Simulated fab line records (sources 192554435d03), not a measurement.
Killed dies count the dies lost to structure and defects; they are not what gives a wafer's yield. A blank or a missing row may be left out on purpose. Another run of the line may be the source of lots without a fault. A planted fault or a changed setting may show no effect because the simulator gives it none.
fab line records	flow n5-finfet
record: lots: 6	wafers: 18	last-day: 17
route steps=1938 shown BEOL_M15@1784
lots that met no fault: from a run of the same line without faults
start-h: hours from the record's first day to the start of the lot's first wafer shown	wait-h: hours from the lot's prior step to this one	" same as the row above	L1.1+2: one row covering several wafers at once	- value missing, or start not given	* or withheld: withheld	< > ~ a bound
route shown NAME@n: names a module that has steps shown in the file, with the first one's number in the route	usual: mean/standard deviation taken from wafers without a fault	same: alike in all rows	chamber/n: place in a boat	sites: readings site by site	_std_site: how widely they spread, as a standard deviation	_edge_site: the outer-site mean with the inner-site mean subtracted	radius-mm: for every site, how far away it sits from the centre of the wafer	mask NAME#n: copy n	behind: the last tool/chamber to shape the wafer	hold: cause of the lot's hold/its duration in hours/its outcome	device: names the non-switching transistor (n, p or np)	end of line: tests run on the same wafers once the route is complete	a step given without rows: its recipe and nothing more	killed: at the first sort, the dies lost to defects and structure; wafer yield is something else	map: the dies of a wafer, with x for killed, . for not killed, _ for no die there
set.NAME: the setting that was run; set.NAME@STEP: the one run at that earlier step	model.NAME: the simulator's own value behind a step, which no gauge read
a table for each step, a row for each wafer; lots at some steps of the route
services: the hour from which a tool's chamber was out of use, counted from the record's first day as start-h (under 0 if before that day), plus the number of hours and why
== steps ==
step: N5_BEOL_M15_OVL_MEAS_11
recipe: points-per-wafer: 44
usual: V14_OVL: -5/5.7
lot.wafer	tool	chamber	start-h	wait-h	V14_OVL[nm]
L202.1	overlay-02	0	281.87	0.0	-4
L202.3	"	0	"	"	-10
L202.5	"	0	"	"	-9
L210.3	overlay-01	0	324.38	0.0	-5
L210.4	"	0	"	"	-8
L210.5	"	0	"	"	-9
L213.4	overlay-01	0	350.20	0.0	-2
L213.5	"	0	"	"	-4
L213.6	"	0	"	"	0
L218.3	overlay-02	0	357.88	0.0	-9
L218.4	"	0	"	"	-1
L218.6	"	0	"	"	-9
L220.2	overlay-01	0	383.66	0.0	-12
L220.5	"	0	"	"	-9
L220.6	"	0	"	"	1
L222.1	overlay-01	0	389.92	0.0	-3
L222.3	"	0	"	"	-8
L222.6	"	0	"	"	-5
step: N5_BEOL_M15_INSPECT_12
recipe: mode: adi	inspect-instrument: macro
usual: raw-defect-count: 1.9/1.3
lot.wafer	tool	chamber	start-h	wait-h	raw-defect-count
L202.1	defect-inspect-02	-	281.89	0.0	0
L202.3	"	-	"	"	0
L202.5	"	-	"	"	2
L210.3	defect-inspect-02	-	324.40	0.0	2
L210.4	"	-	"	"	3
L210.5	"	-	"	"	1
L213.4	defect-inspect-02	-	350.22	0.0	1
L213.5	"	-	"	"	1
L213.6	"	-	"	"	2
L218.3	defect-inspect-02	-	357.90	0.0	2
L218.4	"	-	"	"	0
L218.6	"	-	"	"	1
L220.2	defect-inspect-01	-	383.68	0.0	2
L220.5	"	-	"	"	3
L220.6	"	-	"	"	1
L222.1	defect-inspect-01	-	389.95	0.0	1
L222.3	"	-	"	"	5
L222.6	"	-	"	"	2
step: N5_BEOL_M15_DESCUM_15
recipe: chemistry: O2	time-s: 7.9	source-power-w: 50	bias-power-w: 20	pressure-mtorr: 20	rf-frequency-hz: 2.712e+07	temp-c: 40	o2-flow-sccm: 225
step: N5_BEOL_M15_ETCH_59
recipe: chemistry: N2/H2	target: BARC	target-depth-a: 890	overetch-a: 267	time-s: 67.9	ion-energy-ev: 200	pressure-mtorr: 30	source-w: 840	bias-w: 150	n2-flow-sccm: 200	h2-flow-sccm: 200
usual: drypump-motor-current-A: 5.5/0.5	oes-product-au: 0.72/0.064	rf-vpp-V: 525.6/2.5	showerhead-plenum-p-Torr: 2.60/0.084	throttle-valve-pct: 17.8/0.31
lot.wafer	tool	chamber	start-h	wait-h	drypump-motor-current-A	oes-product-au	rf-hours-counter-h	rf-vpp-V	showerhead-plenum-p-Torr	throttle-valve-pct
L202.1	rie-diel-06	1	282.04	0.0	5.8	0.72	50	521.6	2.46	17.6
L202.3	"	2	"	"	4.7	0.75	25	528.2	2.71	17.9
L202.5	"	1	"	"	5.8	0.73	-	521.5	2.46	17.6
L210.3	rie-diel-02	0	324.47	0.0	5.8	0.72	64	527.9	2.68	17.7
L210.4	"	1	"	"	6.0	0.77	24	530.6	2.68	17.1
L210.5	"	3	"	"	6.0	0.75	-	526.3	2.60	18.0
L213.4	rie-diel-02	2	350.32	0.0	5.5	0.79	-	524.6	2.61	17.8
L213.5	"	1	"	"	6.0	0.75	-	526.6	2.67	17.1
L213.6	"	0	"	"	5.8	0.71	-	527.4	2.68	17.7
L218.3	rie-diel-06	2	357.97	0.0	4.7	0.71	53	528.2	2.69	18.0
L218.4	"	1	"	"	5.8	0.70	-	520.5	2.45	17.6
L218.6	"	3	"	"	4.8	0.79	-	525.8	2.61	17.6
L220.2	rie-diel-02	0	383.75	0.0	5.8	0.70	84	528.4	2.67	17.7
L220.5	"	1	"	"	6.0	0.74	-	528.6	2.67	17.1
L220.6	"	0	"	"	5.9	0.70	-	528.9	2.68	17.7
L222.1	rie-diel-02	1	390.02	0.0	6.0	0.73	47	528.2	2.67	17.1
L222.3	"	2	"	"	5.5	0.77	33	525.8	2.61	17.8
L222.6	"	3	"	"	5.9	0.74	-	525.3	2.59	18.0
step: N5_BEOL_M15_VIA_ETCH_16
recipe: chemistry: C4F8/O2/Ar	target: SiO2	he-inner-torr: 15	he-outer-torr: 30	target-depth-a: 17922	time-s: withheld	ion-energy-ev: 800	pressure-mtorr: 20	source-w: 1905	bias-w: 2040	Ar_flow_sccm: 400	C4F8_flow_sccm: 16	O2_flow_sccm: 12	ends: cleared
usual: C4F8_flow_sccm: 15.99/0.045	drypump-motor-current-A: 5.5/0.5	oes_f_703_au: 0.85/0.074	oes-product-au: 0.76/0.072	rf-vpp-V: 2234/45	showerhead-plenum-p-Torr: 3.51/0.11	throttle-valve-pct: 30.77/0.25
lot.wafer	tool	chamber	start-h	wait-h	C4F8_flow_sccm	drypump-motor-current-A	oes_f_703_au	oes-product-au	rf-vpp-V	showerhead-plenum-p-Torr	throttle-valve-pct
L202.1	rie-diel-06	1	282.09	0.0	15.98	5.8	0.88	0.77	2124	3.36	30.83
L202.3	"	2	"	"	16.07	4.7	0.88	0.79	2228	3.64	30.97
L202.5	"	1	"	"	16.01	5.8	0.88	0.79	2122	3.36	30.83
L210.3	rie-diel-02	0	324.52	0.0	16.05	5.8	0.85	0.78	2223	3.59	30.57
L210.4	"	1	"	"	16.04	6.0	0.90	0.82	2274	3.66	30.44
L210.5	"	3	"	"	15.97	5.9	0.87	0.79	2247	3.49	30.88
L213.4	rie-diel-02	2	350.46	0.1	15.98	5.5	0.93	0.84	2273	3.55	31.06
L213.5	"	1	"	"	15.93	6.0	0.88	0.79	2274	3.66	30.42
L213.6	"	0	"	"	15.93	5.8	0.85	0.77	2222	3.58	30.58
L218.3	rie-diel-06	2	358.02	0.0	15.98	4.7	0.84	0.76	2227	3.62	31.01
L218.4	"	1	"	"	15.96	5.8	0.84	0.74	2123	3.35	30.86
L218.6	"	3	"	"	16.02	4.8	0.95	0.86	2284	3.50	30.46
L220.2	rie-diel-02	0	383.80	0.0	16.10	5.8	0.83	0.76	2220	3.58	30.59
L220.5	"	1	"	"	16.06	6.0	0.85	0.78	2273	3.65	30.44
L220.6	"	0	"	"	16.09	5.8	0.82	0.76	2220	3.58	30.60
L222.1	rie-diel-02	1	390.07	0.0	15.98	6.0	0.85	0.77	2273	3.65	30.43
L222.3	"	2	"	"	15.96	5.5	0.90	0.81	2273	3.54	31.04
L222.6	"	3	"	"	15.96	5.9	0.85	0.78	2246	3.48	30.89
step: N5_BEOL_M15_STRIP_63
recipe: chemistry: O2	power-w: 600	temp-c: 60	pressure-mtorr: 30	rf-frequency-hz: 6e+07	bias-power-w: 0	overash-fraction: 0.3	o2-flow-sccm: 225
usual: drypump-motor-current-A: 5.5/0.5	oes-product-au: 0.85/0.078	rf-vpp-V: 3.7/0.72	showerhead-plenum-p-Torr: 2.15/0.067	throttle-valve-pct: 16.58/0.22
lot.wafer	tool	chamber	start-h	wait-h	drypump-motor-current-A	oes-product-au	rf-hours-counter-h	rf-vpp-V	showerhead-plenum-p-Torr	throttle-valve-pct
L202.1	rie-diel-06	1	-	-	5.8	0.86	50	3.0	2.07	16.64
L202.3	"	2	"	"	4.7	0.88	25	3.2	2.20	16.50
L202.5	"	1	"	"	5.8	0.85	-	3.6	2.07	16.68
L210.3	rie-diel-02	0	-	-	5.8	0.86	64	3.0	2.21	16.47
L210.4	"	1	"	"	6.0	0.88	24	3.0	2.25	16.27
L210.5	"	3	"	"	5.9	0.90	-	3.3	2.14	16.63
L213.4	rie-diel-02	2	-	-	5.5	0.94	-	4.4	2.16	16.61
L213.5	"	1	"	"	6.0	0.88	-	5.6	2.25	16.28
L213.6	"	0	"	"	5.8	0.86	-	2.4	2.21	16.51
L218.3	rie-diel-06	2	-	-	4.6	0.85	53	4.5	2.19	16.55
L218.4	"	1	"	"	5.8	0.82	-	3.2	2.06	16.71
L218.6	"	3	"	"	4.8	0.94	-	3.3	2.15	16.34
L220.2	rie-diel-02	0	-	-	5.8	0.85	84	3.1	2.21	16.52
L220.5	"	1	"	"	6.0	0.85	-	3.5	2.24	16.33
L220.6	"	0	"	"	5.8	0.86	-	4.2	2.21	16.51
L222.1	rie-diel-02	1	-	-	6.0	0.85	47	3.6	2.24	16.32
L222.3	"	2	"	"	5.5	0.91	33	3.8	2.15	16.65
L222.6	"	3	"	"	5.9	0.85	-	3.7	2.13	16.63
step: N5_BEOL_M15_STRIP_64
recipe: chemistry: O2	power-w: 600	temp-c: 60	pressure-mtorr: 30	rf-frequency-hz: 6e+07	bias-power-w: 0	overash-fraction: 0.3	o2-flow-sccm: 225
step: N5_BEOL_M15_STRIP_65
recipe: chemistry: post-etch-residue-remover	time-s: 60	temp-c: 25	remover-ph: withheld	remover-water-wt-pct: withheld	remover-fluoride-wt-pct: withheld
step: N5_BEOL_M15_SRD_66
recipe: time-s: 30	temp-c: 23	rinse-liquid: diw	dry: n2-spin	spin-rpm: 1500	dry-time-s: 30
step: N5_BEOL_M15_CD_MEAS_17
recipe: target-cd-nm: 360	polarity: opening
usual: cd-nm: 361.8/2
lot.wafer	tool	chamber	start-h	wait-h	cd-nm
L202.1	cd-sem-03	-	282.51	0.0	365.2
L202.3	"	-	"	"	362.8
L202.5	"	-	"	"	362.4
L210.3	cd-sem-02	-	324.94	0.0	365.0
L210.4	"	-	"	"	363.5
L210.5	"	-	"	"	362.2
L213.4	cd-sem-02	-	350.76	0.0	364.2
L213.5	"	-	"	"	360.7
L213.6	"	-	"	"	363.5
L218.3	cd-sem-01	-	358.43	0.0	356.9
L218.4	"	-	"	"	358.6
L218.6	"	-	"	"	359.9
L220.2	cd-sem-03	-	384.21	0.0	364.1
L220.5	"	-	"	"	362.1
L220.6	"	-	"	"	363.8
L222.1	cd-sem-01	-	390.48	0.0	359.3
L222.3	"	-	"	"	362.8
L222.6	"	-	"	"	361.4
step: N5_BEOL_M15_COAT_56
recipe: resist: SOC	temp-c: 250	time-s: 60	spin-rpm: 1500	resist-thk-nm: 550
step: N5_BEOL_M15_ETCH_57
recipe: chemistry: N2/H2	target: SOC	source-w: 3000	bias-w: 350	time-s: 750	ion-energy-ev: 200	pressure-mtorr: 30	n2-flow-sccm: 200	h2-flow-sccm: 200
usual: drypump-motor-current-A: 5.4/0.43	oes-product-au: 0.83/0.084	rf-vpp-V: 525.3/2.3	showerhead-plenum-p-Torr: 2.59/0.076	throttle-valve-pct: 17.7/0.31
lot.wafer	tool	chamber	start-h	wait-h	drypump-motor-current-A	oes-product-au	rf-hours-counter-h	rf-vpp-V	showerhead-plenum-p-Torr	throttle-valve-pct
L202.1	rie-diel-02	2	282.83	-	5.5	0.67	249	525.8	2.62	18.1
L202.3	"	3	"	"	5.9	0.91	27	525.2	2.60	17.9
L202.5	"	1	"	"	6.0	0.94	-	529.1	2.68	17.0
L210.3	rie-diel-04	0	325.27	-	5.6	0.87	66	523.9	2.57	17.4
L210.4	"	0	"	"	5.6	0.87	-	524.1	2.57	17.4
L210.5	"	2	"	"	5.2	0.82	-	522.9	2.58	17.6
L213.4	rie-diel-06	2	351.15	-	4.6	0.85	-	528.0	2.70	17.9
L213.5	"	3	"	"	4.8	0.95	-	523.9	2.62	17.5
L213.6	"	1	"	"	5.8	0.81	-	522.7	2.45	17.5
L218.3	rie-diel-04	1	358.66	-	5.3	0.71	214	522.6	2.53	18.0
L218.4	"	3	"	"	5.8	0.95	8	525.8	2.58	17.7
L218.6	"	1	"	"	5.3	0.71	-	522.8	2.53	18.0
L220.2	rie-diel-06	0	384.49	-	4.8	0.97	4	528.9	2.71	17.6
L220.5	"	1	"	"	5.8	0.80	-	522.0	2.45	17.5
L220.6	"	2	"	"	4.6	0.83	-	527.4	2.69	17.9
L222.1	rie-diel-04	1	390.66	-	5.4	0.70	222	522.8	2.53	18.0
L222.3	"	3	"	"	5.8	0.91	15	525.4	2.58	17.8
L222.6	"	2	"	"	5.2	0.79	-	524.3	2.57	17.7
step: N5_BEOL_M15_COAT_60
recipe: resist: BARC	temp-c: 205	time-s: 60	spin-rpm: 1500	resist-thk-nm: 89
usual: dispense-pressure-kPa: 53/3.1	exhaust-pa: 44.9/0.89	spin-speed-rpm: 1500.1/1
lot.wafer	tool	chamber	start-h	wait-h	dispense-pressure-kPa	exhaust-pa	spin-speed-rpm	model.BARC_of_BEOL_M15_COAT_60.thk-nm
L202.1	litho-track-05	0	283.34	0.3	52	45.4	1501.1	88.8
L202.3	"	0	"	"	52	45.3	1500.6	89
L202.5	"	0	"	"	52	44.7	1500.5	88.6
L210.3	litho-track-04	0	325.77	0.3	56	44.4	1501.3	89.4
L210.4	"	0	"	"	56	45.6	1500.0	89.4
L210.5	"	0	"	"	56	44.6	1501.5	89.4
L213.4	litho-track-05	0	351.42	0.0	52	45.3	1559.9	87.8
L213.5	"	0	"	"	52	44.7	1560.6	87.8
L213.6	"	0	"	"	52	45.0	1561.9	88
L218.3	litho-track-05	0	359.16	0.3	52	44.6	1558.6	87.2
L218.4	"	0	"	"	52	45.6	1560.6	87
L218.6	"	0	"	"	52	44.3	1563.1	87.2
L220.2	litho-track-04	0	385.00	0.3	56	45.6	1502.0	89
L220.5	"	0	"	"	56	45.9	1499.5	89.4
L220.6	"	0	"	"	56	45.2	1501.7	89.4
L222.1	litho-track-04	0	391.17	0.3	56	44.1	1500.1	89.2
L222.3	"	0	"	"	56	45.0	1500.7	89.4
L222.6	"	0	"	"	56	44.3	1500.4	89.2
step: N5_BEOL_M15_COAT_22
recipe: spin-rpm: 1704	resist-thk-nm: 800
step: N5_BEOL_M15_EBR_24
recipe: solvent: PGMEA	ebr-width-mm: 1.5
step: N5_BEOL_M15_SOFTBAKE_23
recipe: temp-c: 130	time-s: 60
step: N5_BEOL_M15_EXPOSE_25
recipe: mask-id: M15	na: 0.8	source-shape: annular	sigma-inner: 0.5	sigma-outer: 0.8	polarization: unpolarized	target-cd-nm: 400	dose-mj: 35.5
step: N5_BEOL_M15_PEB_26
recipe: peb-temp-c: 130	peb-time-s: 90
step: N5_BEOL_M15_DEVELOP_27
recipe: develop-time-s: 45	rinse-liquid: diw	dry: air-spin	dev-temp-c: 21
step: N5_BEOL_M15_HARDBAKE_32
recipe: temp-c: 130	time-s: 120
step: N5_BEOL_M15_CD_MEAS_28
recipe: target-cd-nm: 407.6	landing-energy-ev: 500	detector: se-inlens
usual: cd-nm: 406.7/2.3
lot.wafer	tool	chamber	start-h	wait-h	cd-nm
L202.1	cd-sem-03	0	283.63	-	403.5
L202.3	"	0	"	"	406.7
L202.5	"	0	"	"	404.9
L210.3	cd-sem-02	0	326.17	-	410.2
L210.4	"	0	"	"	407.2
L210.5	"	0	"	"	410.6
L213.4	cd-sem-01	0	351.82	-	408.8
L213.5	"	0	"	"	406.5
L213.6	"	0	"	"	407.0
L218.3	cd-sem-03	0	359.44	-	405.5
L218.4	"	0	"	"	407.2
L218.6	"	0	"	"	406.0
L220.2	cd-sem-02	0	385.28	-	404.7
L220.5	"	0	"	"	406.3
L220.6	"	0	"	"	407.4
L222.1	cd-sem-02	0	391.44	-	404.8
L222.3	"	0	"	"	402.5
L222.6	"	0	"	"	404.4
step: N5_BEOL_M15_OVL_MEAS_29
recipe: points-per-wafer: 44
usual: M15_OVL: 5/5.8
lot.wafer	tool	chamber	start-h	wait-h	M15_OVL[nm]
L202.1	overlay-02	0	283.66	0.0	-7
L202.3	"	0	"	"	0
L202.5	"	0	"	"	-2
L210.3	overlay-01	0	326.20	0.0	-4
L210.4	"	0	"	"	-5
L210.5	"	0	"	"	-11
L213.4	overlay-01	0	351.84	0.0	11
L213.5	"	0	"	"	5
L213.6	"	0	"	"	16
L218.3	overlay-02	0	359.47	0.0	3
L218.4	"	0	"	"	6
L218.6	"	0	"	"	19
L220.2	overlay-02	0	385.31	0.0	-4
L220.5	"	0	"	"	0
L220.6	"	0	"	"	6
L222.1	overlay-01	0	391.47	0.0	0
L222.3	"	0	"	"	-3
L222.6	"	0	"	"	2
step: N5_BEOL_M15_INSPECT_30
recipe: mode: adi	inspect-instrument: macro
usual: raw-defect-count: 2.0/1.4
lot.wafer	tool	chamber	start-h	wait-h	raw-defect-count
L202.1	defect-inspect-02	-	283.68	0.0	3
L202.3	"	-	"	"	2
L202.5	"	-	"	"	1
L210.3	defect-inspect-01	-	326.22	0.0	2
L210.4	"	-	"	"	4
L210.5	"	-	"	"	1
L213.4	defect-inspect-02	-	351.87	0.0	3
L213.5	"	-	"	"	3
L213.6	"	-	"	"	3
L218.3	defect-inspect-02	-	359.49	0.0	2
L218.4	"	-	"	"	3
L218.6	"	-	"	"	0
L220.2	defect-inspect-01	-	385.33	0.0	2
L220.5	"	-	"	"	5
L220.6	"	-	"	"	1
L222.1	defect-inspect-02	-	391.50	0.0	1
L222.3	"	-	"	"	3
L222.6	"	-	"	"	1
step: N5_BEOL_M15_DESCUM_33
recipe: chemistry: O2	time-s: 7.9	source-power-w: 50	bias-power-w: 20	pressure-mtorr: 20	rf-frequency-hz: 2.712e+07	temp-c: 40	o2-flow-sccm: 225
usual: drypump-motor-current-A: 5.4/0.42	oes-product-au: 0.82/0.087	rf-vpp-V: 243.7/1.3	showerhead-plenum-p-Torr: 2.13/0.06	throttle-valve-pct: 20.39/0.25
lot.wafer	tool	chamber	start-h	wait-h	drypump-motor-current-A	oes-product-au	rf-hours-counter-h	rf-vpp-V	showerhead-plenum-p-Torr	throttle-valve-pct
L202.1	rie-diel-06	2	283.72	0.0	4.7	0.88	26	243.4	2.20	20.27
L202.3	"	1	"	"	5.8	0.85	51	243.0	2.06	20.49
L202.5	"	3	"	"	4.8	0.68	-	243.2	2.15	20.57
L210.3	rie-diel-04	1	326.26	0.0	5.3	0.72	202	243.7	2.09	20.55
L210.4	"	1	"	"	5.4	0.72	-	242.5	2.09	20.55
L210.5	"	0	"	"	5.6	0.88	-	242.8	2.11	20.14
L213.4	rie-diel-04	1	351.90	0.0	5.3	0.70	212	240.9	2.09	20.57
L213.5	"	3	"	"	5.9	0.95	-	243.5	2.17	20.75
L213.6	"	0	"	"	5.6	0.85	-	243.7	2.11	20.14
L218.3	rie-diel-06	1	359.52	0.0	5.8	0.82	79	241.5	2.05	20.53
L218.4	"	3	"	"	4.8	0.93	-	244.4	2.15	20.11
L218.6	"	1	"	"	5.8	0.81	-	243.5	2.05	20.55
L220.2	rie-diel-04	0	385.36	0.0	5.6	0.84	86	243.0	2.10	20.14
L220.5	"	3	"	"	5.9	0.92	-	244.0	2.17	20.77
L220.6	"	0	"	"	5.6	0.84	-	243.5	2.10	20.14
L222.1	rie-diel-02	3	391.56	0.1	5.9	0.87	60	245.3	2.13	20.46
L222.3	"	0	"	"	5.8	0.85	87	244.9	2.20	20.32
L222.6	"	0	"	"	5.9	0.85	-	244.9	2.20	20.31
step: N5_BEOL_M15_ETCH_61
recipe: chemistry: N2/H2	target: BARC	target-depth-a: 890	overetch-a: 267	time-s: 67.9	ion-energy-ev: 200	pressure-mtorr: 30	source-w: 840	bias-w: 150	n2-flow-sccm: 200	h2-flow-sccm: 200
usual: drypump-motor-current-A: 5.4/0.42	oes-product-au: 0.70/0.069	rf-vpp-V: 525.1/2.3	showerhead-plenum-p-Torr: 2.58/0.076	throttle-valve-pct: 17.81/0.29
lot.wafer	tool	chamber	start-h	wait-h	drypump-motor-current-A	oes-product-au	rf-hours-counter-h	rf-vpp-V	showerhead-plenum-p-Torr	throttle-valve-pct	model.etch.depth-nm
L202.1	rie-diel-06	2	283.75	0.0	4.7	0.74	26	527.1	2.71	17.96	88.74
L202.3	"	1	"	"	5.8	0.72	51	520.8	2.46	17.55	88.91
L202.5	"	3	"	"	4.8	0.58	-	525.2	2.62	18.10	88.66
L210.3	rie-diel-04	1	326.29	0.0	5.4	0.62	202	523.8	2.53	18.10	89.42
L210.4	"	1	"	"	5.4	0.61	-	522.5	2.53	18.11	89.33
L210.5	"	0	"	"	5.6	0.73	-	525.5	2.57	17.51	89.38
L213.4	rie-diel-04	1	351.94	0.0	5.3	0.60	212	523.3	2.53	18.10	87.9
L213.5	"	3	"	"	5.9	0.80	-	525.1	2.59	17.87	87.81
L213.6	"	0	"	"	5.6	0.72	-	525.3	2.57	17.53	88
L218.3	rie-diel-06	1	359.56	0.0	5.8	0.68	79	521.6	2.45	17.61	87.26
L218.4	"	3	"	"	4.8	0.79	-	525.3	2.61	17.62	87.04
L218.6	"	1	"	"	5.8	0.68	-	521.8	2.45	17.61	87.29
L220.2	rie-diel-04	0	385.40	0.0	5.6	0.72	86	524.5	2.56	17.56	89.08
L220.5	"	3	"	"	5.9	0.78	-	524.5	2.58	17.88	89.37
L220.6	"	0	"	"	5.5	0.71	-	523.6	2.56	17.55	89.36
L222.1	rie-diel-02	3	391.60	0.0	5.9	0.73	60	526.1	2.59	18.05	89.11
L222.3	"	0	"	"	5.9	0.70	88	527.1	2.67	17.76	89.39
L222.6	"	0	"	"	5.8	0.70	-	528.4	2.67	17.75	89.29
step: N5_BEOL_M15_TRENCH_ETCH_34
recipe: chemistry: C4F8/O2/Ar	target: SiO2	target-depth-a: 8729.3	he-inner-torr: 15	he-outer-torr: 30	time-s: 199	ion-energy-ev: 800	pressure-mtorr: 20	source-w: 1905	bias-w: 2040	Ar_flow_sccm: 400	C4F8_flow_sccm: 16	O2_flow_sccm: 12
== services ==
tool	chamber	start-h	hours	kind
rie-diel-02	2	284.20	-	clean
rie-diel-02	2	284.20	-	consumable-replace:focus-ring
rie-diel-02	2	284.20	12.1	scheduled-down
rie-diel-02	2	284.20	12.1	vent-cycle
rie-diel-06	2	287.31	3.1	repair
rie-diel-06	3	298.34	-	clean
rie-diel-06	3	298.34	-	consumable-replace:focus-ring
rie-diel-04	3	322.86	-	clean
rie-diel-04	3	322.86	-	consumable-replace:focus-ring
rie-diel-04	3	322.86	13.7	scheduled-down
rie-diel-04	3	322.86	13.7	vent-cycle
rie-diel-06	3	340.10	5.4	repair
rie-diel-06	0	345.68	-	clean
rie-diel-06	0	345.68	-	consumable-replace:esc
rie-diel-06	0	345.68	-	consumable-replace:focus-ring
rie-diel-06	0	345.68	-	consumable-replace:showerhead
rie-diel-06	0	345.68	25.6	scheduled-down
rie-diel-06	0	345.68	25.6	vent-cycle
rie-diel-02	3	348.83	14.2	repair
rie-diel-06	3	361.08	4.9	repair
rie-diel-06	3	377.92	12.4	repair
== key ==
first-sign: step: N5_BEOL_M15_COAT_60	reading: spin-speed-rpm	direction: up	sigmas: 59	usual: *	struck: *
effect none on later readings
model-effect: step: N5_BEOL_M15_COAT_60	value: BARC_of_BEOL_M15_COAT_60.thk-nm	without: 89.3	struck: 87.5
model-effect: step: N5_BEOL_M15_ETCH_61	value: etch.depth-nm	without: 89.3	struck: 87.55
met-at N5_BEOL_M15_COAT_60
struck-wafers L213.4,L213.5,L213.6,L218.3,L218.4,L218.6
onset-between 283.34 351.42
fault: kind: process-parameter-drift	tool: litho-track-05	chamber: -	onset-h: 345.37	steps: N5_BEOL_M15_COAT_60	channel: spin-rpm	offset: *	shape: step	end-h: 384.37	acts-in: *	stated: *
